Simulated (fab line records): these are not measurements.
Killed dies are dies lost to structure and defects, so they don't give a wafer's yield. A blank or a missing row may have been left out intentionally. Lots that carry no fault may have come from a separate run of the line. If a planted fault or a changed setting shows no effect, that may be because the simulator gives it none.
Matching of chambers | flow nand_harc | NHARC_P_GATE_ETCH_32 on rie_si-06: 4 sister chambers
The step etches the open film in HBr/Cl2, target depth 150 nm, time 100.1 s. 16 wafers are shown with their chamber, then 8 later ones without.

== WAFERS WITH THEIR CHAMBER ==
wafer  | chamber | drypump_motor_current_A (A) | oes_product_au (a.u.) | hbr_flow_sccm (sccm)
L078.1 | 2       | 5.4                         | 1.005                 | 150.0
L078.2 | 0       | 5.1                         | 0.979                 | 149.7
L078.3 | 3       | 5.3                         | 1.015                 | 150.0
L081.1 | 0       | 5.1                         | 0.982                 | 150.7
L081.4 | 2       | 5.4                         | 1.008                 | 150.5
L081.6 | 0       | 5.1                         | 0.983                 | 150.9
L082.2 | 3       | 5.3                         | 1.004                 | 148.3
L082.3 | 2       | 5.4                         | 1.004                 | 150.2
L082.5 | 2       | 5.4                         | 1.014                 | 150.2
L084.3 | 2       | 5.4                         | 1.007                 | 149.6
L084.4 | 3       | 5.3                         | 1.004                 | 149.8
L084.5 | 3       | 5.3                         | 0.991                 | 149.9
L085.1 | 0       | 5.1                         | 0.973                 | 150.1
L085.2 | 1       | 6.0                         | 0.998                 | 150.6
L085.6 | 0       | 5.1                         | 0.983                 | 150.2
L088.1 | 3       | 5.4                         | 1.011                 | 151.0

SIGNATURES, as means of the wafers listed above
reading                 | chamber 0 | chamber 1 | chamber 2 | chamber 3 | scatter within a chamber
drypump_motor_current_A | 5.100     | 6.000     | 5.400     | 5.320     | 0.0258
oes_product_au          | 0.98000   | 0.99800   | 1.00760   | 1.00500   | 0.00624
hbr_flow_sccm           | 150.320   | 150.600   | 150.100   | 149.800   | 0.652
Rule: a wafer lies at a distance from a chamber equal to the root of the sum of squares, over the readings, of (its reading less the chamber's mean, divided by the reading's scatter). The wafer belongs to the nearest chamber; if the next one is less than 2 further off, it can't be placed. The scatter is the square root of a quotient: the sum, over the shown wafers, of each reading's squared deviation from its chamber's mean, divided by wafers minus chambers.

== WAFERS WITH NO CHAMBER GIVEN ==
wafer  | drypump_motor_current_A (A) | oes_product_au (a.u.) | hbr_flow_sccm (sccm)
L088.4 | 5.1                         | 0.986                 | 149.8
L088.5 | 5.4                         | 1.006                 | 150.8
L095.2 | 5.3                         | 1.001                 | 149.5
L095.3 | 5.4                         | 1.002                 | 150.6
L095.6 | 5.4                         | 1.009                 | 150.7
L097.3 | 6.0                         | 1.015                 | 149.9
L097.5 | 5.1                         | 0.985                 | 150.3
L097.6 | 5.4                         | 0.999                 | 151.2

== EACH ONE'S CHAMBER ==
wafer  | from the rows above     | in truth
L088.4 | 0                       | 0
L088.5 | 2                       | 2
L095.2 | 3                       | 3
L095.3 | 2                       | 2
L095.6 | 2                       | 2
L097.3 | 1                       | 1
L097.5 | 0                       | 0
L097.6 | can't be placed: 2 or 3 | 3
Placed correctly: 7 of 8. Unplaceable from these rows: 1, with the true chamber sitting among the candidates in 1. Number placed wrongly: 0.
